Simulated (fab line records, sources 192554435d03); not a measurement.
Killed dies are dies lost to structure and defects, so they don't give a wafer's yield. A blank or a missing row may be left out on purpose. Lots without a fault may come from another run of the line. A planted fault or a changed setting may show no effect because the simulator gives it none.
Split-lot experiment | flow n5_finfet | 7 lots, 39 wafers read, on a route of 1938 steps

THE SPLIT
At N5_BEOL_M0_SAQP_CUT_ETCH_46 (etches SOC in N2/H2, target depth 135 nm, overetch 27 nm, time 202.5 s), the setting target_depth_a was moved away from the recipe's 1350 angstrom on 12 of the 39 wafers read, by -34.3% to +36.8%. The other wafers ran this setting at the recipe's value.

The reading is taken at the split's own step.

THE READING
SiARC_of_BEOL_M0_SAQP_COAT_72.thk_nm (the simulator's own value, which no gauge read), in nm, at N5_BEOL_M0_SAQP_CUT_ETCH_46 (etches SOC in N2/H2, target depth 135 nm, overetch 27 nm, time 202.5 s). The file gives no usual value for it. The 27 wafers here that ran the recipe average 5.0 nm, standard deviation 0.41 nm.

wafer  | tool, chamber at the split | target_depth_a as run, angstrom | against the recipe | SiARC_of_BEOL_M0_SAQP_COAT_72.thk_nm, nm | against lot-mates on the recipe
L077.1 | rie_diel-06, 3             | 1350                            | recipe             | 5.2                                      | -
L077.2 | rie_diel-06, 0             | 886.4                           | -34.3%             | 7.6                                      | +2.4
L077.3 | rie_diel-06, 2             | 886.4                           | -34.3%             | 8.2                                      | +3.0
L077.4 | rie_diel-06, 0             | 1350                            | recipe             | 4.8                                      | -
L077.5 | rie_diel-06, 2             | 1350                            | recipe             | 5.6                                      | -
L077.6 | rie_diel-06, 3             | 886.4                           | -34.3%             | 8                                        | +2.8
L079.1 | rie_diel-02, 2             | 1350                            | recipe             | 5                                        | -
L079.2 | rie_diel-02, 3,0,0         | 1033                            | -23.5%             | 7.2                                      | +2.5
L079.3 | rie_diel-02, 3,0,0         | 1033                            | -23.5%             | 7.2                                      | +2.5
L079.6 | rie_diel-02, 3,0,0         | 1033                            | -23.5%             | 7.2                                      | +2.5
L079.4 | rie_diel-02, 1             | 1350                            | recipe             | 4.6                                      | -
L079.5 | rie_diel-02, 1             | 1350                            | recipe             | 4.6                                      | -
L082.1 | rie_diel-06, 1             | 1712                            | +26.8%             | 1.8                                      | -3.0
L082.2 | rie_diel-06, 0             | 1350                            | recipe             | 4.6                                      | -
L082.3 | rie_diel-06, 2             | 1712                            | +26.8%             | 3.2                                      | -1.6
L082.4 | rie_diel-06, 3             | 1350                            | recipe             | 5                                        | -
L082.5 | rie_diel-06, 3             | 1712                            | +26.8%             | 2.8                                      | -2.0
L082.6 | rie_diel-06, 0             | 1350                            | recipe             | 4.8                                      | -
L083.1 | rie_diel-06, 1             | 1350                            | recipe             | 4.4                                      | -
L083.5 | rie_diel-06, 1             | 1350                            | recipe             | 4.4                                      | -
L083.2 | rie_diel-06, 3             | 1350                            | recipe             | 5.2                                      | -
L083.3 | rie_diel-06, 0             | 1350                            | recipe             | 4.8                                      | -
L083.4 | rie_diel-06, 2             | 1350                            | recipe             | 5.6                                      | -
L083.6 | rie_diel-06, 2             | 1350                            | recipe             | 5.6                                      | -
L087.1 | rie_diel-06, 2             | 1350                            | recipe             | 5.6                                      | -
L087.6 | rie_diel-06, 2             | 1350                            | recipe             | 5.6                                      | -
L087.2 | rie_diel-06, 3             | 1350                            | recipe             | 5.4                                      | -
L087.3 | rie_diel-06, 1             | 1350                            | recipe             | 4.6                                      | -
L087.4 | rie_diel-06, 0             | 1350                            | recipe             | 4.8                                      | -
L087.5 | rie_diel-06, 3             | 1350                            | recipe             | 5.2                                      | -
L089.1 | rie_diel-02, 1,2           | 1350                            | recipe             | 4.6                                      | -
L089.4 | rie_diel-02, 1,2           | 1350                            | recipe             | 4.6                                      | -
L089.2 | rie_diel-02, 0             | 1847                            | +36.8%             | 2.4                                      | -2.4
L089.3 | rie_diel-02, 3             | 1350                            | recipe             | 5.2                                      | -
L089.5 | rie_diel-02, 2             | 1847                            | +36.8%             | 1.6                                      | -3.2
L089.6 | rie_diel-02, 1             | 1847                            | +36.8%             | 1.4                                      | -3.4
L097.2 | rie_diel-03, 1             | 1350                            | recipe             | 5.2                                      | -
L097.4 | rie_diel-03, 2             | 1350                            | recipe             | 5                                        | -
L097.5 | rie_diel-03, 3             | 1350                            | recipe             | 5.8                                      | -
Where a row lists several chambers, the file gives one row for several wafers and doesn't say which wafer went through which chamber.

THE FIT
A straight line over all 39 wafers: SiARC_of_BEOL_M0_SAQP_COAT_72.thk_nm changes by -0.088 nm for each +1% of target_depth_a; r = -0.97; the points scatter about the line by 0.42 nm.
The same after taking each lot's own level away (the mean of its wafers on the recipe; 39 wafers): -0.0845 nm for each +1%; r = -0.96; scatter 0.4 nm.
On that fit, the largest move of target_depth_a shifts the reading by 3.1 nm.
The lots' own levels span 4.73 to 5.33 nm, that is 1.5 times the standard deviation above.
So the lot-to-lot level changes the slope little: the two slopes agree.
Check: with one of the wafers moved furthest among these (+36.8%) left out of the fit, the line predicts -3.18 nm for it against its lot-mates. It came out at -2.4 nm against them.

OTHER SPLITS ON THESE WAFERS
These wafers also went through other splits before the reading. Each is held against what the fit with the lots' levels taken away leaves over:
other split on the same wafers         | wafers away from the commonest value | r with SiARC_of_BEOL_M0_SAQP_COAT_72.thk_nm (lot level and that fit taken away)
N5_ZERO_LAYER_ETCH_18 target_depth_a   | 12                                   | -0.06
N5_SD_EPI_N_ETCH_35 time_s             | 9                                    | +0.01
N5_ILD0_PRECLEAN_10 time_s             | 15                                   | +0.02
N5_MOL_CONTACT_COAG_ALD_133 ald_cycles | 12                                   | +0.16

THE FILE'S OWN FIT
SiARC_of_BEOL_M0_SAQP_COAT_72.thk_nm changes by -0.0844 nm for each +1% of target_depth_a, r = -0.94.
